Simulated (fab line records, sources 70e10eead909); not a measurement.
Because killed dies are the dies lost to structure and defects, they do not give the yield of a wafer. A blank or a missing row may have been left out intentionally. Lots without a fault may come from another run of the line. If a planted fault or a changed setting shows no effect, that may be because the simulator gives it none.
Chamber matching | flow nand-harc | NHARC_A_CONTACT_CMP_20 on cmp-04: 4 sister chambers
The step polishes, t overpolish 30 s, target thk 300 nm. 4 wafers are shown with their chamber, then 10 later ones without.

## EACH WAFER AND ITS CHAMBER
wafer  | chamber | motor-current-A (A)
L082.2 | 3       | 10.0
L082.4 | 1       | 11.4
L084.1 | 2       | 12.9
L084.2 | 0       | 13.1

## WAFERS WITH NO CHAMBER GIVEN
wafer  | motor-current-A (A)
L084.6 | 13.3
L089.2 | 11.2
L089.5 | 11.2
L089.6 | 12.7
L092.1 | 13.3
L092.2 | 12.6
L092.4 | 10.6
L096.1 | 13.0
L096.3 | 11.8
L096.4 | 13.7

## THE CHAMBER EACH PASSED THROUGH
wafer  | from the rows above     | in truth
L084.6 | can't be placed: 0 or 2 | 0
L089.2 | 1                       | 1
L089.5 | 1                       | 1
L089.6 | can't be placed: 2 or 0 | 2
L092.1 | can't be placed: 0 or 2 | 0
L092.2 | can't be placed: 2 or 0 | 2
L092.4 | can't be placed: 3 or 1 | 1
L096.1 | can't be placed: 0 or 2 | 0
L096.3 | 1                       | 1
L096.4 | can't be placed: 0 or 2 | 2
Placed correctly: 3 of 10. These rows do not allow placing 7 (true chamber among the candidates in 7). Placed wrongly: 0.
How it was worked out, from the rows above alone: a wafer's distance from a chamber is the root of the sum, over the readings, of the square of ((its reading less the chamber's mean) divided by the reading's scatter). If the next closest chamber is less than 2 further off than the closest, the wafer can't be placed; otherwise it belongs to the closest. Each chamber's mean is taken over the wafers shown for it. The scatter: root of mean squared gap, hidden wafer to nearest shown wafer, with one shown wafer a chamber.
